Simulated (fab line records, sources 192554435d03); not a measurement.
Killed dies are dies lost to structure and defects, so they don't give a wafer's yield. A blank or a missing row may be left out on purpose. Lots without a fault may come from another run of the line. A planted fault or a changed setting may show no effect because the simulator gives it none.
A struck lot beside a sound one | flow n5_finfet | 17 steps out of a route of 1938
Sound: wafers L432.2, L432.4, L432.5. Struck: wafer L443.1. (L443.3, L443.6 of the same lot were not struck and are left out.) The cause comes at the end.
At each step with rows: each side's tool, then ch and its chambers, then its first start. Under that, the readings that differ: sound wafers | struck wafers | difference of the means | sigmas: that difference in standard deviations of wafers without a fault.
alike: readings whose means differ by less than 2 such deviations, and words and numbers that are the same on both sides. not compared: withheld readings, readings that some wafer has no value for, bounds like >300 that may hide the same value, and numbers for which the record gives no deviation and whose values overlap.
The two part at a step that has a row with sigmas, a row that says differs or no value, or rows on one side only. Numbers that don't overlap but have no deviation are shown without sigmas and don't part them. A reading that every wafer of one side lacks parts them only if that side has two wafers or more.

first, 7 steps without rows for these wafers: N5_BEOL_M8_COAT_60 (time 60 s, resist thk 35 nm); N5_BEOL_M8_COAT_05 (resist thk 90 nm); N5_BEOL_M8_EBR_07; N5_BEOL_M8_SOFTBAKE_06 (time 60 s); N5_BEOL_M8_EXPOSE_08 (exposes mask M8); N5_BEOL_M8_PEB_09 (peb time 60 s); N5_BEOL_M8_DEVELOP_10 (develop time 30 s).
N5_BEOL_M8_CD_MEAS_11: target cd 38.5 nm.
  sound on cd_sem-01 ch 0, day 9 06:49; struck on cd_sem-02 ch 0, day 12 09:10
  reading    | sound          | struck | difference | sigmas
  cd_nm (nm) | 37.6 38.0 37.8 | 38.8   | +1.0       | +2
N5_BEOL_M8_OVL_MEAS_12:
  sound on overlay-02 ch 0, day 9 06:51; struck on overlay-01 ch 0, day 12 09:11
  reading     | sound        | struck | difference | sigmas
  M8_OVL (nm) | 1.4 0.5 -0.1 | -1.3   | -1.9       | -3
N5_BEOL_M8_INSPECT_13: inspects for defects (brightfield).
  sound on defect_inspect-02, day 9 06:52; struck on defect_inspect-02, day 12 09:13
  alike: raw_defect_count
N5_BEOL_M8_DESCUM_16: chemistry O2, time 7.9 s.
  sound on rie_diel-06 ch 2,3, day 9 06:55; struck on rie_diel-06 ch 1, day 12 09:21
  alike: bias_power_w, drypump_motor_current_A, oes_product_au, rf_vpp_V, showerhead_plenum_p_Torr, throttle_valve_pct
  not compared: rf_hours_counter_h
N5_BEOL_M8_ETCH_61: etches SiARC in CF4, target depth 45.5 nm, time 75.8 s.
  sound on rie_diel-06 ch 2,3, day 9 06:56; struck on rie_diel-06 ch 1, day 12 09:23
  alike: drypump_motor_current_A, etch_rf_on_time_s, mfc_ar_sccm, oes_product_au, rf_vpp_V, showerhead_plenum_p_Torr, throttle_valve_pct
  not compared: rf_hours_counter_h
N5_BEOL_M8_ETCH_62: etches SOC in N2/H2, target depth 110 nm, overetch 22 nm, time 165 s.
  sound on rie_diel-06 ch 2,3, day 9 07:00; struck on rie_diel-06 ch 1, day 12 09:26
  reading                                    | sound          | struck | difference | sigmas
  model.SiARC_of_BEOL_M8_COAT_60.thk_nm (nm) | 28.6 28.2 28.4 | 27.8   | -0.6       |
  alike: drypump_motor_current_A, oes_product_au, rf_vpp_V, showerhead_plenum_p_Torr, throttle_valve_pct
  not compared: rf_hours_counter_h
then, 1 step without rows for these wafers: N5_BEOL_M8_STRIP_68 (strips in N2/H2).
N5_BEOL_M8_STRIP_67: strips in CF4.
  sound on rie_diel-06 ch 2,3, day 9 07:08; struck on rie_diel-06 ch 1, day 12 09:35
  alike: bias_power_w, drypump_motor_current_A, oes_product_au, rf_vpp_V, showerhead_plenum_p_Torr, throttle_valve_pct
  not compared: rf_hours_counter_h
N5_BEOL_M8_HM_OPEN_17: chemistry Cl2/BCl3, target TiN, target depth 20 nm, overetch 6 nm.
  sound on rie_metal-01 ch 1, day 9 07:11; struck on rie_metal-02 ch 1, day 12 09:37
  reading                  | sound             | struck | difference | sigmas
  throttle_valve_pct (%)   | 21.99 21.97 21.98 | 22.43  | +0.45      | +2
  model.etch.depth_nm (nm) | 19.68 19.88 19.89 | 19.14  | -0.68      |
  alike: drypump_motor_current_A, mfc_ar_sccm, oes_product_au
  not compared: rf_hours_counter_h
N5_BEOL_M8_STRIP_19: strips in O2.
  sound on rie_diel-06 ch 0,2,3, day 9 07:17; struck on rie_diel-03 ch 1, day 12 09:50
  alike: drypump_motor_current_A, oes_product_au, rf_vpp_V, showerhead_plenum_p_Torr, throttle_valve_pct
  not compared: rf_hours_counter_h

WHERE THEY PART
First at N5_BEOL_M8_CD_MEAS_11; last, within this record, at N5_BEOL_M8_HM_OPEN_17. Later steps at which nothing parts them and some readings are alike: N5_BEOL_M8_STRIP_19.

WHY: what the simulator had put in
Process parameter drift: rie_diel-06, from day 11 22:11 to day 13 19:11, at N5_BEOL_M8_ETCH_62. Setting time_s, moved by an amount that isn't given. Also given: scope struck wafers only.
